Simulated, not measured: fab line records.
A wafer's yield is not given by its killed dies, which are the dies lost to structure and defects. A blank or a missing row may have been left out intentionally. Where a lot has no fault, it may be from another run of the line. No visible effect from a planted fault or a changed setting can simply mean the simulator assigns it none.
fab line records	flow nand-harc
record: lots: 7	wafers: 20	last-day: 32
route steps=1302 shown A_STAIRCASE@662
lots untouched by any fault: they come from a run of this same line in which no faults occurred
start-h: start of the lot's first displayed wafer, in hours after the record's first day	wait-h: how many hours have passed since the lot's step before this one	" as in the row above	L1.1+2: several wafers, shown together as one row	- either no value or no given start	* or withheld: withheld	< > ~ a bound
route shown NAME@n: names a module that has steps shown in the file, with the first one's number in the route	usual: the fault-free wafers' mean and standard deviation	same: alike in all rows	chamber/n: place in a boat	sites: per-site readings	_std_site: standard deviation of those values	_edge_site: mean of outer sites minus mean of inner sites	radius-mm: how far each site lies from the wafer's centre	mask NAME#n: copy n	behind: the most recent tool/chamber to have shaped the wafer	hold: what put the lot on hold/how long, in hours/how the hold closed	device: whichever transistor did not switch (one of n, p or np)	end of line: the route-end tests of the same wafers	a step given without rows: its recipe and nothing more	killed: not the wafer's yield, but the dies lost to structure and defects at the first sort	map: per-die view of a wafer (x killed, . not killed, _ where there is no die)
set.NAME: the setting the step ran with; set.NAME@STEP: the setting that earlier step ran with	model.NAME: the simulator's own value behind a step, which no gauge read
certain route steps with their lots: each step a table, each wafer a row
services: from which hour (start-h, from the record's first day; less than 0 if before it) a tool's chamber was out of use, for how many hours, and why
== steps ==
step: NHARC_A_STAIRCASE_EXPOSE_06
recipe: na: 0.5	dose-mj: 25.43	mask-id: STAIR
step: NHARC_A_STAIRCASE_PEB_07
recipe: peb-temp-c: 115	peb-time-s: 130
step: NHARC_A_STAIRCASE_DEVELOP_08
recipe: time-s: 140
step: NHARC_A_STAIRCASE_HARDBAKE_10
recipe: temp-c: 120	time-s: 140
step: NHARC_A_STAIRCASE_DESCUM_11
recipe: time-s: 3	o2-flow-sccm: 200	ar-flow-sccm: 0	bias-power-w: 0	chemistry: O2
step: NHARC_A_STAIRCASE_TRIM_12
recipe: time-s: 211.2	o2-flow-sccm: 500	ar-flow-sccm: 0	bias-w: 0	chemistry: O2
usual: drypump-motor-current-A: 5.9/0.48	oes-product-au: 1.001/0.0088	rf-vpp-V: 57.9/0.84	showerhead-plenum-p-Torr: 3.60/0.19	throttle-valve-pct: 17.037/0.0093
lot.wafer	tool	chamber	start-h	wait-h	drypump-motor-current-A	oes-product-au	rf-hours-counter-h	rf-vpp-V	showerhead-plenum-p-Torr	throttle-valve-pct
L730.2	rie-diel-05	1	353.34	0.3	5.5	0.997	39	58.1	3.38	17.050
L730.5	"	1	"	"	5.5	1.000	-	57.3	3.38	17.034
L730.6	"	2	"	"	6.2	1.005	-	58.1	3.79	17.039
L735.1	rie-diel-03	1	394.13	0.1	6.1	1.006	35	57.4	3.29	17.044
L735.4	"	0	"	"	5.7	1.012	30	57.3	3.31	17.050
L735.6	"	2	"	"	6.0	1.010	-	58.1	3.77	17.048
L736.2	rie-diel-07	2	420.59	0.1	5.7	0.991	48	56.8	3.30	17.023
L736.5	"	1	"	"	5.8	0.996	-	57.2	3.78	17.021
L736.4	"	2	"	"	5.7	1.009	-	58.2	3.30	17.032
L748.3	rie-diel-05	2	522.21	0.1	6.2	0.990	38	58.8	3.75	17.054
L748.2	"	0	"	"	4.7	0.999	37	59.7	3.59	17.042
L748.6	"	3	"	"	5.3	1.001	-	59.4	3.55	17.053
L747.1	rie-diel-05	0	523.46	0.1	4.7	0.998	37	57.7	3.59	17.047
L747.3	"	1	"	"	5.5	1.003	35	57.9	3.35	17.038
L747.6	"	0	"	"	4.7	0.992	-	57.4	3.59	17.040
L750.3	rie-diel-05	1	563.08	0.1	5.5	0.992	44	58.2	3.34	17.045
L750.2	"	0	"	"	4.7	1.001	50	57.3	3.58	17.042
L753.1	rie-diel-03	2	570.63	0.1	6.1	1.011	31	57.3	3.74	17.042
L753.2	"	3	"	"	6.6	0.999	34	57.9	3.76	17.024
L753.5	"	1	"	"	6.1	0.992	-	57.5	3.79	17.035
step: NHARC_A_STAIRCASE_ETCH_13
recipe: target-depth-a: 1000	time-s: 40.5	ion-energy-ev: 400	c4f8-flow-sccm: 20	o2-flow-sccm: 10	ar-flow-sccm: withheld	rf-w: 600	bias-w: 1000	chemistry: C4F8/O2
step: NHARC_A_STAIRCASE_TRIM_14
recipe: time-s: 211.2	o2-flow-sccm: 500	ar-flow-sccm: 0	bias-w: 0	chemistry: O2
step: NHARC_A_STAIRCASE_ETCH_15
recipe: target-depth-a: 1000	time-s: 40.5	ion-energy-ev: 400	c4f8-flow-sccm: 20	o2-flow-sccm: 10	ar-flow-sccm: withheld	rf-w: 600	bias-w: 1000	chemistry: C4F8/O2
usual: oes-product-au: 0.940/0.01	rf-fwd-power-W: 593.5/2.6	rf-vpp-V: 899/6.9
lot.wafer	tool	chamber	start-h	wait-h	oes-product-au	rf-fwd-power-W	rf-hours-counter-h	rf-vpp-V
L730.2	rie-diel-05	2	-	-	0.945	591.2	40	906
L730.5	"	3	"	"	0.933	591.9	-	897
L730.6	"	1	"	"	0.941	594.8	-	889
L735.4	rie-diel-03	2	-	-	0.950	589.5	12	904
L735.1	"	1	"	"	0.942	595.1	36	887
L735.6	"	2	"	"	0.960	590.5	-	904
L736.2	rie-diel-07	1	-	-	0.942	593.6	47	904
L736.5	"	0	"	"	0.923	595.6	-	901
L736.4	"	1	"	"	0.936	597.1	-	905
L748.2	rie-diel-05	0	-	-	0.939	596.7	37	897
L748.3	"	1	"	"	0.952	592.2	34	889
L748.6	"	3	"	"	0.933	593.2	-	896
L747.1	rie-diel-05	0	-	-	0.942	597.7	38	899
L747.3	"	2	"	"	0.934	595.2	38	905
L747.6	"	0	"	"	0.942	596.8	-	898
L750.2	rie-diel-05	3	-	-	0.946	591.5	47	898
L750.3	"	0	"	"	0.950	595.6	50	899
L753.2	rie-diel-03	3	-	-	0.934	594.3	34	902
L753.1	"	1	"	"	0.936	595.3	30	906
L753.5	"	3	"	"	0.935	595.4	-	904
step: NHARC_A_STAIRCASE_TRIM_16
recipe: time-s: 211.2	o2-flow-sccm: 500	ar-flow-sccm: 0	bias-w: 0	chemistry: O2
usual: drypump-motor-current-A: 5.9/0.5	oes-product-au: 1.000/0.0098	rf-vpp-V: 58.0/0.97	showerhead-plenum-p-Torr: 3.60/0.19	throttle-valve-pct: 17.036/0.009
lot.wafer	tool	chamber	start-h	wait-h	drypump-motor-current-A	oes-product-au	rf-hours-counter-h	rf-vpp-V	showerhead-plenum-p-Torr	throttle-valve-pct
L730.2	rie-diel-05	3	-	-	5.3	1.000	41	57.5	3.58	17.037
L730.5	"	1	"	"	5.5	0.996	-	59.3	3.38	17.022
L730.6	"	2	"	"	6.2	1.004	-	58.1	3.78	17.035
L735.1	rie-diel-03	1	-	-	6.1	0.995	36	57.3	3.29	17.024
L735.4	"	2	"	"	6.1	1.000	12	58.9	3.77	17.035
L735.6	"	3	"	"	6.6	0.984	-	58.4	3.79	17.043
L736.2	rie-diel-07	0	-	-	5.9	0.987	45	58.8	3.66	17.037
L736.4	"	0	"	"	6.0	0.994	-	59.0	3.66	17.036
L736.5	"	1	"	"	5.8	1.008	-	58.6	3.78	17.029
L748.3	rie-diel-05	0	-	-	4.7	0.998	37	56.2	3.59	17.036
L748.2	"	2	"	"	6.2	0.993	38	58.4	3.75	17.037
L748.6	"	0	"	"	4.7	0.995	-	57.7	3.59	17.030
L747.3	rie-diel-05	2	-	-	6.2	0.994	38	57.5	3.75	17.031
L747.1	"	3	"	"	5.3	1.000	36	58.7	3.55	17.014
L747.6	"	1	"	"	5.5	1.012	-	56.5	3.35	17.037
L750.2	rie-diel-05	3	-	-	5.3	1.000	47	57.0	3.55	17.039
L750.3	"	2	"	"	6.2	0.989	48	59.1	3.75	17.041
L753.2	rie-diel-03	3	-	-	6.7	1.014	34	57.6	3.76	17.042
L753.1	"	1	"	"	6.1	0.990	30	57.5	3.79	17.024
L753.5	"	3	"	"	6.6	1.012	-	58.6	3.76	17.040
step: NHARC_A_STAIRCASE_ETCH_17
recipe: target-depth-a: 1000	time-s: 40.5	ion-energy-ev: 400	c4f8-flow-sccm: 20	o2-flow-sccm: 10	ar-flow-sccm: withheld	rf-w: 600	bias-w: 1000	chemistry: C4F8/O2
usual: oes-product-au: 0.940/0.0094	rf-fwd-power-W: 593.5/2.2	rf-vpp-V: 898/7.3
lot.wafer	tool	chamber	start-h	wait-h	oes-product-au	rf-fwd-power-W	rf-hours-counter-h	rf-vpp-V
L730.2	rie-diel-05	3	-	-	0.941	597.3	41	896
L730.5	"	1	"	"	0.942	593.6	-	891
L730.6	"	2	"	"	0.935	595.5	-	905
L735.1	rie-diel-03	0	-	-	0.936	593.4	30	888
L735.4	"	1	"	"	0.945	592.5	36	886
L735.6	"	1	"	"	0.946	595.2	-	886
L736.2	rie-diel-07	0	-	-	0.925	593.6	45	900
L736.4	"	0	"	"	0.925	598.9	-	899
L736.5	"	1	"	"	0.934	596.6	-	905
L748.2	rie-diel-05	1	-	-	0.952	593.2	34	890
L748.3	"	2	"	"	0.943	596.6	38	904
L748.6	"	1	"	"	0.941	592.7	-	889
L747.1	rie-diel-05	0	-	-	0.946	596.9	38	899
L747.3	"	1	"	"	0.949	592.4	35	890
L747.6	"	0	"	"	0.950	596.6	-	898
L750.3	rie-diel-05	0	-	-	0.937	595.7	50	898
L750.2	"	3	"	"	0.942	594.0	48	896
L753.2	rie-diel-03	1	-	-	0.937	594.9	30	905
L753.1	"	2	"	"	0.953	589.3	31	904
L753.5	"	2	"	"	0.957	590.5	-	904
step: NHARC_A_STAIRCASE_TRIM_18
recipe: time-s: 211.2	o2-flow-sccm: 500	ar-flow-sccm: 0	bias-w: 0	chemistry: O2
usual: drypump-motor-current-A: 5.9/0.49	oes-product-au: 1.000/0.0089	rf-vpp-V: 57.9/1.1	showerhead-plenum-p-Torr: 3.60/0.2	throttle-valve-pct: 17.036/0.009
lot.wafer	tool	chamber	start-h	wait-h	drypump-motor-current-A	oes-product-au	rf-hours-counter-h	rf-vpp-V	showerhead-plenum-p-Torr	throttle-valve-pct
L730.2	rie-diel-05	3	354.22	-	5.3	0.994	41	58.5	3.58	17.031
L730.5	"	1	"	"	5.5	1.013	-	57.9	3.38	17.038
L730.6	"	3	"	"	5.3	1.000	-	57.2	3.58	17.037
L735.4	rie-diel-03	2	395.03	-	6.1	1.013	12	59.0	3.77	17.036
L735.1	"	0	"	"	5.7	1.005	30	54.1	3.31	17.046
L735.6	"	1	"	"	6.1	1.003	-	56.9	3.29	17.038
L736.2	rie-diel-07	2	421.66	-	5.8	0.991	49	57.2	3.30	17.046
L736.4	"	0	"	"	6.0	0.982	-	57.2	3.66	17.033
L736.5	"	2	"	"	5.7	0.998	-	57.6	3.30	17.021
L748.2	rie-diel-05	2	522.93	-	6.2	0.980	38	57.7	3.75	17.029
L748.3	"	3	"	"	5.3	1.176	35	57.1	3.55	17.040
L748.6	"	0	"	"	4.7	0.996	-	57.9	3.59	17.042
L747.1	rie-diel-05	3	524.14	-	5.3	0.999	36	58.5	3.55	17.031
L747.3	"	1	"	"	5.5	1.194	35	58.3	3.35	17.038
L747.6	"	3	"	"	5.3	0.994	-	57.1	3.55	17.038
L750.2	rie-diel-05	0	563.77	-	4.7	1.002	50	57.1	3.58	17.037
L750.3	"	2	"	"	6.2	1.175	48	57.6	3.75	17.059
L753.1	rie-diel-03	2	571.64	-	6.1	1.009	31	58.0	3.74	17.032
L753.2	"	1	"	"	6.1	1.002	30	58.2	3.79	17.039
L753.5	"	2	"	"	6.1	1.010	-	58.4	3.74	17.019
step: NHARC_A_STAIRCASE_ETCH_19
recipe: target-depth-a: 1000	time-s: 40.5	ion-energy-ev: 400	c4f8-flow-sccm: 20	o2-flow-sccm: 10	ar-flow-sccm: withheld	rf-w: 600	bias-w: 1000	chemistry: C4F8/O2
usual: oes-product-au: 0.943/0.011	rf-fwd-power-W: 593.4/2.3	rf-vpp-V: 899/6.9
lot.wafer	tool	chamber	start-h	wait-h	oes-product-au	rf-fwd-power-W	rf-hours-counter-h	rf-vpp-V
L730.2	rie-diel-05	3	-	-	0.949	596.4	42	899
L730.5	"	3	"	"	0.937	592.8	-	900
L730.6	"	2	"	"	0.940	591.6	-	905
L735.4	rie-diel-03	3	-	-	0.934	596.2	35	904
L735.1	"	1	"	"	0.934	595.7	36	887
L735.6	"	2	"	"	0.943	594.1	-	905
L736.2	rie-diel-07	1	-	-	0.945	598.0	48	906
L736.5	"	2	"	"	0.929	593.6	-	888
L736.4	"	1	"	"	0.944	593.9	-	906
L748.2	rie-diel-05	3	-	-	0.937	593.4	35	898
L748.3	"	2	"	"	0.942	594.3	38	905
L748.6	"	3	"	"	0.953	592.9	-	898
L747.3	rie-diel-05	1	-	-	0.954	592.7	35	890
L747.1	"	2	"	"	0.936	595.8	39	904
L747.6	"	1	"	"	0.953	593.0	-	888
L750.3	rie-diel-05	3	-	-	0.948	593.4	48	897
L750.2	"	0	"	"	0.959	596.4	50	899
L753.1	rie-diel-03	1	-	-	0.932	595.4	30	906
L753.2	"	2	"	"	0.936	590.4	31	903
L753.5	"	3	"	"	0.941	597.4	-	904
== services ==
tool	chamber	start-h	hours	kind
rie-diel-03	0	331.94	9.6	repair
rie-diel-05	-	333.91	2.4	repair
rie-diel-05	3	339.88	1.6	repair
rie-diel-05	0	340.90	-	clean
rie-diel-05	1	340.90	-	clean
rie-diel-07	1	348.32	7.1	repair
rie-diel-07	3	350.71	6.8	repair
rie-diel-05	0	352.29	2.8	repair
rie-diel-05	2	371.79	6.8	repair
rie-diel-07	0	395.55	6.7	repair
rie-diel-05	-	406.75	9.0	pm
rie-diel-03	3	414.78	10.4	repair
rie-diel-07	3	415.93	18.2	repair
rie-diel-03	-	458.30	9.0	pm
rie-diel-05	-	466.57	7.1	repair
rie-diel-07	-	471.20	9.0	pm
rie-diel-03	1	477.21	2.8	repair
rie-diel-03	0	492.39	3.5	repair
rie-diel-07	0	497.96	6.9	repair
rie-diel-05	1	535.89	5.3	repair
rie-diel-03	-	537.05	0.6	repair
rie-diel-05	0	553.50	2.5	repair
rie-diel-07	2	560.00	1.7	repair
rie-diel-03	0	568.97	94.2	repair
== key ==
first-sign: step: NHARC_A_STAIRCASE_TRIM_18	reading: oes-product-au	direction: up	sigmas: 20	usual: 1.000	struck: 1.181
effect none on later readings
met-at NHARC_A_STAIRCASE_TRIM_18
struck-wafers L747.3,L748.3,L750.3
later-rows-left-out L747.3,L748.3,L750.3
sort-left-out L747.3,L748.3,L750.3
tester-left-out L747,L748,L750
onset-between 354.22 522.93
fault: kind: process-parameter-drift	tool: rie-diel-05	chamber: -	onset-h: 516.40	steps: NHARC_A_STAIRCASE_TRIM_18	channel: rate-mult	offset: 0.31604	shape: step	end-h: 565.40	scope: struck-wafers-only
tester-left-out: of these lots the tester's yield and bins aren't shown, on N5 and GAA mostly nor the transistor test; their killed dies are dies lost to structure and defects alone, not to doping, threshold or leakage, so they don't give the yield
sort-left-out: the simulated sort isn't trusted on such a fault, so these wafers' sort isn't shown, and their yield isn't known
later-rows-left-out: the simulator's readings of these wafers behind a module that went badly wrong aren't trusted and aren't shown, but for the sort
